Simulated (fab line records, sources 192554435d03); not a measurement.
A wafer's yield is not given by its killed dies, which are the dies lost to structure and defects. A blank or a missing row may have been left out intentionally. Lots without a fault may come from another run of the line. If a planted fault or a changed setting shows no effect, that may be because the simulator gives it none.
Matching of chambers || flow n5Finfet || N5_BEOL_M13_ETCH_59 on rieDiel-01: 4 sister chambers
The step etches BARC in N2/H2, target depth 89 nm, overetch 26.7 nm, time 67.9 s. 4 wafers are shown with their chamber, then 8 later ones without.

== WAFERS WITH THEIR CHAMBER ==
{"wafer": "L084.6", "chamber": 0, "showerheadPlenumPTorr (Torr)": 2.69}
{"wafer": "L085.1", "chamber": 1, "showerheadPlenumPTorr (Torr)": 2.39}
{"wafer": "L085.4", "chamber": 3, "showerheadPlenumPTorr (Torr)": 2.55}
{"wafer": "L089.2", "chamber": 2, "showerheadPlenumPTorr (Torr)": 2.44}

== WAFERS MISSING THEIR CHAMBER ==
{"wafer": "L089.3", "showerheadPlenumPTorr (Torr)": 2.39}
{"wafer": "L089.6", "showerheadPlenumPTorr (Torr)": 2.44}
{"wafer": "L093.1", "showerheadPlenumPTorr (Torr)": 2.44}
{"wafer": "L093.5", "showerheadPlenumPTorr (Torr)": 2.39}
{"wafer": "L093.6", "showerheadPlenumPTorr (Torr)": 2.44}
{"wafer": "L095.1", "showerheadPlenumPTorr (Torr)": 2.68}
{"wafer": "L095.2", "showerheadPlenumPTorr (Torr)": 2.39}
{"wafer": "L095.4", "showerheadPlenumPTorr (Torr)": 2.44}

== CHAMBER TAKEN BY EACH ==
{"wafer": "L089.3", "from the rows above": 1, "in truth": 1}
{"wafer": "L089.6", "from the rows above": 2, "in truth": 2}
{"wafer": "L093.1", "from the rows above": 2, "in truth": 2}
{"wafer": "L093.5", "from the rows above": 1, "in truth": 1}
{"wafer": "L093.6", "from the rows above": 2, "in truth": 2}
{"wafer": "L095.1", "from the rows above": 0, "in truth": 0}
{"wafer": "L095.2", "from the rows above": 1, "in truth": 1}
{"wafer": "L095.4", "from the rows above": 2, "in truth": 2}
Correct placement for 8 of the 8. Not placeable from these rows: 0. Number placed wrongly: 0.
How it was worked out, from the rows above alone: a wafer's distance from a chamber is the root of the sum, over the readings, of the square of ((its reading less the chamber's mean) divided by the reading's scatter). The wafer belongs to the nearest chamber; if the next one is less than 2 further off, it can't be placed. For every chamber, the mean is computed from those of its wafers that are shown. The scatter: with one shown wafer a chamber, the root of the mean of the squares of how far each hidden wafer lies from its nearest shown one.
